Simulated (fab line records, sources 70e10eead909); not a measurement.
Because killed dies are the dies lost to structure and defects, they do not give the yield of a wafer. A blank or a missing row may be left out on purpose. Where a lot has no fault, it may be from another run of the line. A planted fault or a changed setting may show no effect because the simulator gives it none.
fab line records | flow nand_harc
record lots=6 | wafers=18 | last_day=32
route steps=1302 shown A_BLC@1117 END@1302
lots that met no fault: from a run of the same line without faults
start_h: start of the lot's first displayed wafer, in hours after the record's first day | wait_h: hours since the lot's step before | " unchanged from the row above | L1.1+2: a single row standing in for several wafers | - either no value or no given start | * or withheld: withheld | < > ~ a bound
route shown NAME@n: a module of which the file shows steps, and the number in the route of the first | usual: the fault-free wafers' mean and standard deviation | same: alike in all rows | chamber/n: place in a boat | sites: the reading at each site | _std_site: standard deviation of those values | _edge_site: outer sites' mean less inner sites' | radius_mm: for every site, how far away it sits from the centre of the wafer | mask NAME#n: copy n | behind: the most recent tool/chamber to have shaped the wafer | hold: what put the lot on hold/how long, in hours/how the hold closed | device: transistor that didn't switch, given as n, p or np | end of line: tests of these same wafers at the route's end | for a step that has no rows: nothing shown but its recipe | killed: not the wafer's yield, but the dies lost to structure and defects at the first sort | map: dies across one wafer; x = killed, . = not, _ = none there
set.NAME: setting as actually run; set.NAME@STEP: the setting as run at that earlier step | model.NAME: the simulator's own value behind a step, which no gauge read
lots at selected steps of the route; one table per step, one row per wafer
services: the hour from which a tool's chamber was out of use, counted from the record's first day as start_h (under 0 if before that day), plus the number of hours and why
## steps
# step NHARC_A_BLC_CD_MEAS_10
# recipe target_cd_nm=100 | landing_energy_ev=500
# usual cd_nm=99.9/0.79
lot.wafer | tool      | chamber | start_h | wait_h | cd_nm
L575.3    | cd_sem-02 | 0       | 522.46  | -      | 100.4
L575.4    | "         | 0       | "       | "      | 100.2
L575.6    | "         | 0       | "       | "      | 100.8
L577.1    | cd_sem-02 | 0       | 536.89  | -      | 100.9
L577.3    | "         | 0       | "       | "      | 99.8
L577.6    | "         | 0       | "       | "      | 100.0
L586.3    | cd_sem-02 | 0       | 636.62  | -      | 100.1
L586.4    | "         | 0       | "       | "      | 100.6
L586.5    | "         | 0       | "       | "      | 100.2
L587.3    | cd_sem-02 | 0       | 641.46  | -      | 99.8
L587.4    | "         | 0       | "       | "      | 100.2
L587.6    | "         | 0       | "       | "      | 99.8
L591.1    | cd_sem-02 | 0       | 690.26  | -      | 98.9
L591.4    | "         | 0       | "       | "      | 98.6
L591.6    | "         | 0       | "       | "      | 99.1
L594.4    | cd_sem-03 | 0       | 710.28  | -      | 99.9
L594.5    | "         | 0       | "       | "      | 100.2
L594.6    | "         | 0       | "       | "      | 101.0
# step NHARC_A_BLC_OVL_MEAS_11
# usual overlay_x_nm=0.0/0.84 | overlay_y_nm=-0.5/0.84
lot.wafer | tool       | chamber | start_h | wait_h | overlay_x_nm | overlay_y_nm
L575.3    | overlay-02 | -       | 522.54  | -      | -0.9         | 0.1
L575.4    | "          | -       | "       | "      | -1.3         | 0.8
L575.6    | "          | -       | "       | "      | -1.1         | -0.1
L577.1    | overlay-02 | -       | 536.98  | -      | -0.1         | -1.6
L577.3    | "          | -       | "       | "      | -0.4         | -1.4
L577.6    | "          | -       | "       | "      | -0.7         | -1.5
L586.3    | overlay-02 | -       | 636.71  | -      | 0.7          | -1.2
L586.4    | "          | -       | "       | "      | 0.9          | -1.0
L586.5    | "          | -       | "       | "      | 0.7          | -1.4
L587.3    | overlay-02 | -       | 641.54  | -      | 0.2          | -1.2
L587.4    | "          | -       | "       | "      | -0.4         | -1.0
L587.6    | "          | -       | "       | "      | -0.8         | -0.9
L591.1    | overlay-02 | -       | 690.35  | -      | 0.0          | 0.7
L591.4    | "          | -       | "       | "      | 0.0          | 0.4
L591.6    | "          | -       | "       | "      | -0.2         | 0.4
L594.4    | overlay-01 | -       | 710.36  | -      | -2.0         | -0.1
L594.5    | "          | -       | "       | "      | -2.0         | -0.1
L594.6    | "          | -       | "       | "      | -1.6         | 0.2
# step NHARC_A_BLC_INSPECT_12
# usual raw_defect_count=85/29
lot.wafer | tool              | chamber | start_h | wait_h | raw_defect_count
L575.3    | defect_inspect-01 | -       | 522.58  | 0.0    | 121
L575.4    | "                 | -       | "       | "      | 139
L575.6    | "                 | -       | "       | "      | 158
L577.1    | defect_inspect-02 | -       | 537.01  | 0.0    | 80
L577.3    | "                 | -       | "       | "      | 115
L577.6    | "                 | -       | "       | "      | 93
L586.3    | defect_inspect-01 | -       | 636.75  | 0.0    | 123
L586.4    | "                 | -       | "       | "      | 122
L586.5    | "                 | -       | "       | "      | 123
L587.3    | defect_inspect-01 | -       | 641.58  | 0.0    | 45
L587.4    | "                 | -       | "       | "      | 36
L587.6    | "                 | -       | "       | "      | 41
L591.1    | defect_inspect-01 | -       | 690.39  | 0.0    | 129
L591.4    | "                 | -       | "       | "      | 105
L591.6    | "                 | -       | "       | "      | 112
L594.4    | defect_inspect-01 | -       | 710.40  | 0.0    | 73
L594.5    | "                 | -       | "       | "      | 79
L594.6    | "                 | -       | "       | "      | 74
# step NHARC_A_BLC_DESCUM_15
# recipe time_s=3 | o2_flow_sccm=200 | ar_flow_sccm=0 | bias_power_w=0 | chemistry=O2
# usual drypump_motor_current_A=5.7/0.52 | mfc_ar_sccm=0.008/0.013 | oes_product_au=1.002/0.011 | rf_vpp_V=57.9/0.86 | showerhead_plenum_p_Torr=1.95/0.057 | throttle_valve_pct=11.311/0.0091
lot.wafer | tool        | chamber | start_h | wait_h | drypump_motor_current_A | mfc_ar_sccm | oes_product_au | rf_hours_counter_h | rf_vpp_V | showerhead_plenum_p_Torr | throttle_valve_pct
L575.4    | rie_diel-05 | 3       | 522.64  | 0.1    | 5.0                     | 0.011       | 0.998          | 9                  | 57.9     | 1.95                     | 11.310
L575.3    | "           | 2       | "       | "      | 6.4                     | 0.004       | 0.997          | 9                  | 58.3     | 2.04                     | 11.322
L575.6    | "           | 0       | "       | "      | 5.0                     | 0           | 0.992          | -                  | 57.9     | 1.85                     | 11.302
L577.3    | rie_diel-05 | 3       | 537.09  | 0.1    | 5.0                     | 0.011       | 0.996          | 10                 | 57.3     | 1.95                     | 11.312
L577.1    | "           | 0       | "       | "      | 5.0                     | 0           | 0.995          | 9                  | 57.3     | 1.85                     | 11.299
L577.6    | "           | 1       | "       | "      | 5.4                     | 0           | 0.995          | -                  | 57.1     | 1.98                     | 11.330
L586.4    | rie_diel-05 | 0       | 636.81  | 0.1    | 5.0                     | 0           | 0.987          | 3                  | 57.0     | 1.85                     | 11.304
L586.3    | "           | 1       | "       | "      | 5.4                     | 0           | 0.999          | 3                  | 56.2     | 1.98                     | 11.316
L586.5    | "           | 0       | "       | "      | 5.0                     | 0           | 0.991          | -                  | 58.3     | 1.85                     | 11.325
L587.3    | rie_diel-05 | 2       | 641.64  | 0.1    | 6.4                     | 0.004       | 0.995          | 4                  | 57.5     | 2.04                     | 11.332
L587.4    | "           | 1       | "       | "      | 5.5                     | 0           | 1.005          | 4                  | 59.1     | 1.98                     | 11.296
L587.6    | "           | 2       | "       | "      | 6.4                     | 0.004       | 0.991          | -                  | 57.8     | 2.04                     | 11.315
L591.1    | rie_diel-09 | 1       | 690.47  | 0.1    | 5.5                     | 0           | 1.024          | 0                  | 57.6     | 1.92                     | 11.304
L591.4    | "           | 2       | "       | "      | 6.3                     | 0           | 0.992          | 0                  | 59.2     | 2.01                     | 11.298
L591.6    | "           | 3       | "       | "      | 5.5                     | 0.002       | 1.002          | -                  | 59.1     | 2.00                     | 11.312
L594.4    | rie_diel-09 | 1       | 710.48  | 0.1    | 5.5                     | 0           | 1.014          | 2                  | 58.8     | 1.92                     | 11.306
L594.6    | "           | 2       | "       | "      | 6.3                     | 0           | 0.987          | -                  | 58.3     | 2.01                     | 11.311
L594.5    | "           | 3       | "       | "      | 5.5                     | 0.002       | 1.004          | -                  | 58.3     | 2.00                     | 11.317
# step NHARC_A_BLC_ETCH_16
# recipe target_depth_a=390 | over_etch_frac=0.3 | time_s=65 | ion_energy_ev=80 | cf4_flow_sccm=150 | ar_flow_sccm=0 | rf_w=300 | bias_w=100 | chemistry=CF4
# usual drypump_motor_current_A=5.7/0.54 | mfc_ar_sccm=0.008/0.013 | oes_product_au=1.002/0.011 | rf_vpp_V=151.7/1.1 | showerhead_plenum_p_Torr=1.80/0.05 | throttle_valve_pct=13.283/0.009
lot.wafer | tool        | chamber | start_h | wait_h | drypump_motor_current_A | mfc_ar_sccm | oes_product_au | rf_hours_counter_h | rf_vpp_V | showerhead_plenum_p_Torr | throttle_valve_pct
L575.4    | rie_diel-05 | 0       | 522.73  | 0.1    | 5.0                     | 0           | 1.000          | 8                  | 150.3    | 1.71                     | 13.281
L575.3    | "           | 2       | "       | "      | 6.3                     | 0.004       | 0.985          | 9                  | 152.5    | 1.88                     | 13.271
L575.6    | "           | 0       | "       | "      | 5.0                     | 0           | 1.001          | -                  | 149.3    | 1.71                     | 13.286
L577.3    | rie_diel-05 | 0       | 537.17  | 0.1    | 5.0                     | 0           | 0.989          | 9                  | 149.6    | 1.71                     | 13.295
L577.1    | "           | 1       | "       | "      | 5.5                     | 0           | 1.002          | 10                 | 151.1    | 1.83                     | 13.283
L577.6    | "           | 3       | "       | "      | 5.0                     | 0.011       | 0.991          | -                  | 151.4    | 1.80                     | 13.278
L586.4    | rie_diel-05 | 3       | 636.90  | 0.1    | 5.0                     | 0.011       | 1.003          | 4                  | 152.2    | 1.80                     | 13.287
L586.3    | "           | 0       | "       | "      | 5.0                     | 0           | 1.001          | 3                  | 150.3    | 1.71                     | 13.268
L586.5    | "           | 2       | "       | "      | 6.4                     | 0.004       | 0.997          | -                  | 152.1    | 1.88                     | 13.273
L587.3    | rie_diel-05 | 1       | 641.73  | 0.1    | 5.5                     | 0           | 1.006          | 4                  | 153.0    | 1.83                     | 13.278
L587.4    | "           | 2       | "       | "      | 6.4                     | 0.004       | 0.995          | 4                  | 153.4    | 1.88                     | 13.283
L587.6    | "           | 1       | "       | "      | 5.5                     | 0           | 1.010          | -                  | 153.1    | 1.83                     | 13.282
L591.4    | rie_diel-09 | 0       | 690.54  | 0.1    | 6.3                     | 0.036       | 1.005          | 0                  | 151.2    | 1.76                     | 13.285
L591.1    | "           | 2       | "       | "      | 6.3                     | 0           | 1.001          | 0                  | 151.9    | 1.85                     | 13.275
L591.6    | "           | 1       | "       | "      | 5.6                     | 0           | 1.010          | -                  | 151.0    | 1.78                     | 13.291
L594.4    | rie_diel-09 | 2       | 710.55  | 0.1    | 6.3                     | 0           | 0.993          | 2                  | 152.2    | 1.85                     | 13.276
L594.5    | "           | 1       | "       | "      | 5.5                     | 0           | 1.010          | -                  | 152.0    | 1.78                     | 13.276
L594.6    | "           | 2       | "       | "      | 6.3                     | 0           | 0.991          | -                  | 152.2    | 1.85                     | 13.291
# step NHARC_A_BLC_ETCH_17
# recipe target_depth_a=3900 | over_etch_frac=0.25 | time_s=609.38 | ion_energy_ev=200 | n2_flow_sccm=150 | h2_flow_sccm=150 | ar_flow_sccm=0 | rf_w=400 | bias_w=150 | chemistry=N2/H2
# step NHARC_A_BLC_ETCH_18
# recipe target_depth_a=9100 | c4f8_flow_sccm=20 | o2_flow_sccm=10 | ar_flow_sccm=withheld | rf_w=600 | bias_w=1500 | chemistry=C4F8/O2/Ar
# usual oes_product_au=0.960/0.022 | rf_vpp_V=981/3.9
lot.wafer | tool        | chamber | start_h | wait_h | oes_product_au | rf_hours_counter_h | rf_vpp_V
L575.3    | rie_diel-05 | 3       | -       | -      | 0.929          | 9                  | 982
L575.4    | "           | 2       | "       | "      | 0.921          | 9                  | 987
L575.6    | "           | 3       | "       | "      | 0.925          | -                  | 982
L577.3    | rie_diel-05 | 1       | -       | -      | 0.917          | 10                 | 982
L577.1    | "           | 2       | "       | "      | 0.916          | 10                 | 986
L577.6    | "           | 0       | "       | "      | 0.912          | -                  | 974
L586.4    | rie_diel-05 | 1       | -       | -      | 0.968          | 4                  | 984
L586.3    | "           | 2       | "       | "      | 0.971          | 4                  | 986
L586.5    | "           | 0       | "       | "      | 0.946          | -                  | 972
L587.3    | rie_diel-05 | 1       | -       | -      | 0.921          | 4                  | 983
L587.4    | "           | 2       | "       | "      | 0.924          | 5                  | 986
L587.6    | "           | 1       | "       | "      | 0.931          | -                  | 982
L591.1    | rie_diel-09 | 3       | -       | -      | 0.975          | 1                  | 985
L591.4    | "           | 0       | "       | "      | 0.970          | 1                  | 977
L591.6    | "           | 0       | "       | "      | 0.976          | -                  | 978
L594.4    | rie_diel-09 | 1       | -       | -      | 0.991          | 2                  | 979
L594.6    | "           | 2       | "       | "      | 0.952          | -                  | 983
L594.5    | "           | 3       | "       | "      | 0.967          | -                  | 984
# step NHARC_A_BLC_CD_MEAS_19
# usual cd_nm=101.3/2.3
lot.wafer | tool      | chamber | start_h | wait_h | cd_nm
L575.3    | cd_sem-01 | -       | 523.61  | -      | 100.6
L575.4    | "         | -       | "       | "      | 105.3
L575.6    | "         | -       | "       | "      | 100.4
L577.1    | cd_sem-03 | -       | 538.46  | -      | 100.4
L577.3    | "         | -       | "       | "      | 101.5
L577.6    | "         | -       | "       | "      | 100.4
L586.3    | cd_sem-01 | -       | 637.78  | -      | 102.3
L586.4    | "         | -       | "       | "      | 103.1
L586.5    | "         | -       | "       | "      | 103.4
L587.3    | cd_sem-02 | -       | 642.61  | -      | 101.1
L587.4    | "         | -       | "       | "      | 104.9
L587.6    | "         | -       | "       | "      | 103.0
L591.1    | cd_sem-02 | -       | 691.41  | -      | 98.5
L591.4    | "         | -       | "       | "      | 98.7
L591.6    | "         | -       | "       | "      | 98.7
L594.4    | cd_sem-02 | -       | 711.43  | -      | 100.7
L594.5    | "         | -       | "       | "      | 99.8
L594.6    | "         | -       | "       | "      | 100.9
# step NHARC_A_BLC_STRIP_29
# recipe cf4_flow_sccm=150 | ar_flow_sccm=0 | bias_w=0 | chemistry=CF4
# step NHARC_A_BLC_STRIP_21
# recipe o2_flow_sccm=500 | ar_flow_sccm=0 | bias_w=0 | chemistry=O2
# step NHARC_A_BLC_STRIP_22
# recipe time_s=600 | temp_c=30 | chemistry=post_etch_residue_remover
# step NHARC_A_BLC_DEGAS_30
# recipe temp_c=300 | time_s=60
# usual heater_power_w=489/49
lot.wafer | tool           | chamber | start_h | wait_h | heater_power_w
L575.4    | pvd_sputter-02 | -       | 524.22  | -      | 536
L575.3    | "              | -       | "       | "      | 543
L575.6    | "              | -       | "       | "      | 486
L577.1    | pvd_sputter-01 | -       | 539.06  | -      | 507
L577.3    | "              | -       | "       | "      | 422
L577.6    | "              | -       | "       | "      | 425
L586.3    | pvd_sputter-01 | -       | 638.39  | -      | 432
L586.4    | "              | -       | "       | "      | 484
L586.5    | "              | -       | "       | "      | 437
L587.4    | pvd_sputter-01 | -       | 643.20  | -      | 435
L587.3    | "              | -       | "       | "      | 484
L587.6    | "              | -       | "       | "      | 552
L591.4    | pvd_sputter-02 | -       | 692.03  | -      | 509
L591.1    | "              | -       | "       | "      | 457
L591.6    | "              | -       | "       | "      | 548
L594.4    | pvd_sputter-03 | -       | 712.04  | -      | 463
L594.5    | "              | -       | "       | "      | 452
L594.6    | "              | -       | "       | "      | 406
# step NHARC_A_BLC_PRE_CLEAN_31
# recipe time_s=15 | bias_v=250 | gas=Ar
lot.wafer  | tool           | chamber | start_h | wait_h
L575.4+3+6 | pvd_sputter-02 | -       | 524.28  | -
L577.3+1+6 | pvd_sputter-01 | -       | 539.12  | -
L586.3+4+5 | pvd_sputter-01 | -       | 638.45  | -
L587.4+3+6 | pvd_sputter-01 | -       | 643.27  | -
L591.4+1+6 | pvd_sputter-02 | -       | 692.07  | -
L594.4+5+6 | pvd_sputter-03 | -       | 712.10  | -
# step NHARC_A_BLC_PVD_32
# recipe target_thk_a=50 | chamber_pressure_pa=5 | power_w=5000 | substrate_temp_c=200 | time_s=17.7 | material=Ti
# usual throttle_valve_pct=30.4/1.1
lot.wafer | tool           | chamber | start_h | wait_h | throttle_valve_pct
L575.4    | pvd_sputter-02 | -       | -       | -      | 29.9
L575.3    | "              | -       | "       | "      | 32.5
L575.6    | "              | -       | "       | "      | 29.9
L577.1    | pvd_sputter-01 | -       | -       | -      | 29.9
L577.3    | "              | -       | "       | "      | 30.2
L577.6    | "              | -       | "       | "      | 31.3
L586.4    | pvd_sputter-01 | -       | -       | -      | 29.6
L586.3    | "              | -       | "       | "      | 30.7
L586.5    | "              | -       | "       | "      | 30.2
L587.3    | pvd_sputter-01 | -       | -       | -      | 30.0
L587.4    | "              | -       | "       | "      | 30.7
L587.6    | "              | -       | "       | "      | 30.5
L591.4    | pvd_sputter-02 | -       | -       | -      | 30.8
L591.1    | "              | -       | "       | "      | 30.3
L591.6    | "              | -       | "       | "      | 30.2
L594.4    | pvd_sputter-03 | -       | -       | -      | 30.1
L594.6    | "              | -       | "       | "      | 31.6
L594.5    | "              | -       | "       | "      | 30.7
# step NHARC_A_BLC_ALD_23
# recipe target_thk_a=30 | pulse_time_s=1 | ald_cycles=150 | temp_c=450 | material=TiN
# step NHARC_A_BLC_CVD_24
# recipe target_thk_a=1500 | temp_c=300 | pressure_torr=40 | wf6_flow_sccm=40 | h2_flow_sccm=1600 | ar_flow_sccm=1560 | time_s=434 | material=W
# step NHARC_A_BLC_CMP_25
# recipe t_overpolish_s=30 | target_thk_nm=150
# step NHARC_A_BLC_SRD_27
# step NHARC_END_SORT_01
# recipe temp_c=25
# usual killed_at_array=59/16 | killed_at_other=0.8/1.1 | killed_at_periphery=3.6/2.4 | killed_dies=64/16 | killed_open=3.4/1.8 | killed_short=2.5/1.6
# same gross_dies=677
lot.wafer | tool      | chamber | start_h | wait_h | killed_at_array | killed_at_other | killed_at_periphery | killed_dies | killed_open | killed_short
L586.3    | prober-01 | 0       | 688.83  | 3.1    | 154             | 0               | 2                   | 156         | 4           | 4
L586.4    | prober-01 | 0       | 689.63  | 3.4    | 155             | 1               | 3                   | 159         | 5           | 1
L586.5    | prober-01 | 0       | 690.43  | 3.7    | 168             | 1               | 5                   | 174         | 2           | 0
L587.3    | prober-01 | 0       | 700.84  | 3.1    | 125             | 1               | 1                   | 127         | 2           | 4
L587.4    | prober-01 | 0       | 701.64  | 3.4    | 89              | 0               | 3                   | 92          | 3           | 3
L587.6    | prober-01 | 0       | 703.24  | 4.0    | 95              | 0               | 4                   | 99          | 2           | 1
# killed by level:class
L586.3 A_BLC:unspecified=91 A_CHANNEL_HOLE_D1:chamber_film_flake=31 A_SLIT:chamber_film_flake=19 A_CONTACT:chamber_film_flake=3 A_WL_FILL:geometric_particle:short=2 P_GATE:geometric_particle:open=1 A_ONON_D1:geometric_particle:open=1 A_ONON_D1:geometric_particle:short=1
L586.4 A_BLC:unspecified=89 A_CHANNEL_HOLE_D1:chamber_film_flake=29 A_SLIT:chamber_film_flake=23 A_CONTACT:chamber_film_flake=5 A_STAIRCASE:chamber_film_flake=4 P_STI:geometric_particle:short=1 P_M0:geometric_particle:open=1 A_CHANNEL_FILL_D1:geometric_particle:open=1
L586.5 A_BLC:unspecified=86 A_CHANNEL_HOLE_D1:chamber_film_flake=36 A_SLIT:chamber_film_flake=30 A_CONTACT:chamber_film_flake=4 A_DECK1_JOINT:chamber_film_flake=3 P_M1:chamber_film_flake=2 A_STAIRCASE:chamber_film_flake=2 A_WL_FILL:chamber_film_flake=2
L587.3 A_BLC:unspecified=84 A_CHANNEL_HOLE_D2:chamber_film_flake=20 A_CHANNEL_HOLE_D1:chamber_film_flake=6 A_SLIT:chamber_film_flake=4 A_STAIRCASE:chamber_film_flake=2 A_CONTACT:chamber_film_flake=2 A_ONON_D1:geometric_particle:open=1 A_ONON_D1:geometric_particle:short=1
L587.4 A_BLC:unspecified=52 A_CHANNEL_HOLE_D2:chamber_film_flake=15 A_CHANNEL_HOLE_D1:chamber_film_flake=7 A_SLIT:chamber_film_flake=4 A_STAIRCASE:chamber_film_flake=3 A_CONTACT:chamber_film_flake=3 P_CONTACT:geometric_particle:open=1 P_M0:geometric_particle:open=1
L587.6 A_BLC:unspecified=58 A_CHANNEL_HOLE_D2:chamber_film_flake=20 A_CHANNEL_HOLE_D1:chamber_film_flake=11 P_STI:chamber_film_flake=2 P_M1:chamber_film_flake=2 A_STAIRCASE:chamber_film_flake=2 A_ONON_D1:geometric_particle:short=1 A_CHANNEL_HOLE_D2:geometric_particle:open=1
# map L586.5 (x killed, . not)
____________x____________
_________.x..x.._________
_______..x........_______
______...xx.x......______
_____.x.xxxxx......._____
____xx...xxxx........____
____...xxxx.xx.......____
___.....xxx..x........___
___.....x.xxxx.x......___
__........xxxx.........__
__......x.xx...........__
_..............xx......._
_.......x..............._
_...x................x.._
_..........x...x........_
_...x...xx.............._
.......x.................
.......xxx.x.............
........xx.x...x.........
x......x.x....xx..x...x..
.....xxxxx.......x.......
_....xxxxx....x.xxxx.x.._
_.x....xx..xxxxxxxxx...._
_......x..x...xxxxxxx..._
_........x....xxxxxxxx.x_
_.............xxxxxxxxx._
__.......x.....xxxxxxxx__
__..........x.xxxxxxxx.__
___....x......xxxxxxxx___
___............xxxxxxx___
____..x........xxxxxx____
____.....x....x...x.x____
_____............x.._____
______...........x.______
_______....x.x...._______
_________......._________
____________.____________
# map L587.3 (x killed, . not)
____________.____________
_________......._________
_______..........._______
______.............______
_____..............._____
____...x.............____
____..........x......____
___.....xx............___
___x.....x.x..........___
__.....................__
__.....................__
_......................._
_xx....................._
_........x.............._
_......................._
_......................._
........x................
........x................
x......x.x.x.............
........x..xxx...........
.........xxx..x.xxx......
_........x.xx..xxxxxx..._
_..........xx.xxxxxxxx.._
_..........xxxxxxxxxx..._
_.........xx..xxxxxxxx.._
_........xx...xxxxxxxx.._
__.........x..xxxxxxxxx__
__...x........xxxxxxxxx__
___.....x.....xxxxxxxx___
___...........xxxxxxxx___
____...........xxxxxx____
____............xx.x.____
_____...........x..x_____
______.........x..x______
_______..........._______
_________...x..._________
____________.____________
## services
tool           | chamber | start_h | hours | kind
rie_diel-05    | 0       | 513.60  | -     | clean
rie_diel-05    | 1       | 513.60  | -     | clean
rie_diel-05    | 2       | 513.60  | -     | clean
rie_diel-05    | 3       | 513.60  | -     | clean
pvd_sputter-03 | -       | 536.95  | 10.0  | pm
rie_diel-05    | 0       | 538.10  | -     | clean
rie_diel-05    | 1       | 538.10  | -     | clean
rie_diel-05    | 2       | 538.10  | -     | clean
rie_diel-05    | 3       | 538.10  | -     | clean
rie_diel-09    | 1       | 558.13  | 10.2  | repair
rie_diel-05    | 0       | 562.60  | -     | clean
rie_diel-05    | 1       | 562.60  | -     | clean
rie_diel-05    | 2       | 562.60  | -     | clean
pvd_sputter-01 | -       | 582.00  | 10.0  | pm
rie_diel-05    | -       | 583.60  | 9.0   | pm
pvd_sputter-03 | -       | 589.74  | 2.0   | repair
pvd_sputter-01 | -       | 596.58  | 5.6   | repair
pvd_sputter-01 | -       | 606.95  | 2.5   | repair
pvd_sputter-02 | -       | 638.00  | 10.0  | pm
pvd_sputter-02 | -       | 648.77  | 6.2   | repair
rie_diel-05    | 1       | 650.52  | 8.9   | repair
pvd_sputter-01 | -       | 661.17  | 3.5   | repair
rie_diel-09    | -       | 674.10  | 9.0   | pm
rie_diel-05    | 0       | 698.36  | 21.5  | repair
## key
first_sign step=NHARC_END_SORT_01 | reading=killed_dies | direction=up | sigmas=4.5 | usual=64 | struck=134
effect step=NHARC_END_SORT_01 | reading=killed_at_array | direction=up | sigmas=4.5 | usual=59 | struck=131
more_kills_born_at NHARC_A_BLC_PRE_CLEAN_31@pvd_sputter-01=460
met_at NHARC_A_BLC_PRE_CLEAN_31
struck_wafers L586.3,L586.4,L586.5,L587.3,L587.4,L587.6
tester_left_out L586,L587
onset_between 539.12 638.45
also_fits NHARC_A_BLC_DESCUM_15:rie_diel-05,NHARC_A_BLC_ETCH_16:rie_diel-05,NHARC_A_BLC_ETCH_18:rie_diel-05,NHARC_A_BLC_DEGAS_30:pvd_sputter-01
fault kind=chamber_particle_source | tool=pvd_sputter-01 | chamber=- | onset_h=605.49 | steps=NHARC_A_BLC_PRE_CLEAN_31 | rate_per_visit_cm2=1.0493 | end_h=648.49
# tester_left_out: of these lots the tester's yield and bins aren't shown, on N5 and GAA mostly nor the transistor test; their killed dies are dies lost to structure and defects alone, not to doping, threshold or leakage, so they don't give the yield
